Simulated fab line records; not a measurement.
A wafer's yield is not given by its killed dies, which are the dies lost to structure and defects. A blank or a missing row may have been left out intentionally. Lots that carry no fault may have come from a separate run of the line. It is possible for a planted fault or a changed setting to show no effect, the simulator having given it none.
Lot-split experiment ; flow n5Finfet ; 7 lots, 21 wafers read, on a route of 1938 steps

== ABOUT THE SPLIT ==
At N5_BEOL_M6_EXPOSE_25 (exposes mask V5, target cd 40 nm), the setting doseMj was moved away from the recipe's 45 on 8 of the 21 wafers read, by +3.1% to +7.4%. This setting was run at the recipe's value on the other wafers.

== FROM THE SPLIT TO THE READING: what the file shows between them, 2 steps ==
- N5_BEOL_M6_PEB_26: peb time 60 s
- N5_BEOL_M6_DEVELOP_27: develop time 30 s

== THE READING ==
cdNm, in nm, at N5_BEOL_M6_CD_MEAS_28 (target cd 40 nm). A value of 40.02 nm with a standard deviation of 0.25 nm is what fault-free wafers of this fab line usually give.

wafer;tool, chamber at the split;doseMj as run;against the recipe;cdNm, nm;against lot-mates on the recipe
L077.1;euvScanner-02, 0;45;recipe;40.19;-
L077.2;euvScanner-02, 0;47.72;+6.0%;41.03;+0.84
L077.6;euvScanner-02, 0;47.72;+6.0%;40.87;+0.68
L076.1;euvScanner-01, 0;45;recipe;40.36;-
L076.3;euvScanner-01, 0;45;recipe;40.03;-
L076.5;euvScanner-01, 0;46.73;+3.8%;40.87;+0.67
L079.4;euvScanner-02, 0;48.33;+7.4%;41.80;+1.58
L079.5;euvScanner-02, 0;48.33;+7.4%;42.08;+1.86
L079.6;euvScanner-02, 0;45;recipe;40.22;-
L082.2;euvScanner-01, 0;45;recipe;40.68;-
L082.3;euvScanner-01, 0;45;recipe;40.08;-
L082.5;euvScanner-01, 0;45;recipe;40.16;-
L081.1;euvScanner-02, 0;45;recipe;39.89;-
L081.5;euvScanner-02, 0;45;recipe;39.92;-
L081.6;euvScanner-02, 0;45;recipe;39.87;-
L087.1;euvScanner-02, 0;45;recipe;40.02;-
L087.2;euvScanner-02, 0;46.38;+3.1%;40.23;+0.28
L087.4;euvScanner-02, 0;45;recipe;39.87;-
L086.1;euvScanner-02, 0;47.33;+5.2%;41.16;+1.06
L086.2;euvScanner-02, 0;45;recipe;40.10;-
L086.4;euvScanner-02, 0;47.33;+5.2%;40.89;+0.79

FIT RESULTS
A straight line over all 21 wafers: cdNm changes by +0.198 nm for each +1% of doseMj; r = +0.90; the points scatter about the line by 0.28 nm.
The same after taking each lot's own level away (the mean of its wafers on the recipe; 21 wafers): +0.187 nm for each +1%; r = +0.93; scatter 0.22 nm.
That fit puts the effect of the largest move of doseMj on the reading at 1.4 nm.
From 39.893 to 40.307 nm: that is the span of the lots' own levels, equal to 1.7 times the standard deviation above.
So the lot-to-lot level changes the slope little: the two slopes agree.
Check: for one of the wafers moved furthest among these (+7.4%), held out of the fit, the line's prediction against its lot-mates is +1.3 nm. Against them it came out at +1.58 nm.

== ADDITIONAL SPLITS CARRIED BY THESE WAFERS ==
Note: prior to the reading, these wafers also went through further splits. Each is held against what the fit with the lots' levels taken away leaves over:
other split on the same wafers;wafers away from the commonest value;r with cdNm (lot level and that fit taken away)
N5_BEOL_M5_COAT_22 spinRpm;9;+0.00
N5_BEOL_M5_TRENCH_ETCH_37 biasW;5;-0.09
N5_BEOL_M5_ETCH_41 sourceW;6;+0.07
N5_BEOL_M6_COAT_22 spinRpm;8;-0.16

== THE WHOLE CHAIN: every reading that the file lists as answering this split, in the file's order ==
step;what it does;reading;change (the file's fit);r (the file's)
N5_BEOL_M6_CD_MEAS_28;target cd 40 nm;cdNm;+0.18 nm for each +1% of the setting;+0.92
N5_BEOL_M6_DESCUM_33;chemistry O2, time 7 s;BEOL_M6.cdNm (the simulator's own value, which no gauge read);+0.24 nm for each +1% of the setting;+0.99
N5_BEOL_M6_ETCH_65;etches SiARC in CF4, target depth 15.6 nm, time 26 s;BEOL_M6.cdNm (the simulator's own value, which no gauge read);+0.212 nm for each +1% of the setting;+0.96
N5_BEOL_M6_ETCH_66;etches SOC in N2/H2, target depth 80 nm, overetch 16 nm, time 120 s;BEOL_M6.cdNm (the simulator's own value, which no gauge read);+0.199 nm for each +1% of the setting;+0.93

== FILE'S OWN FIT ==
cdNm changes by +0.18 nm for each +1% of doseMj, r = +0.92.
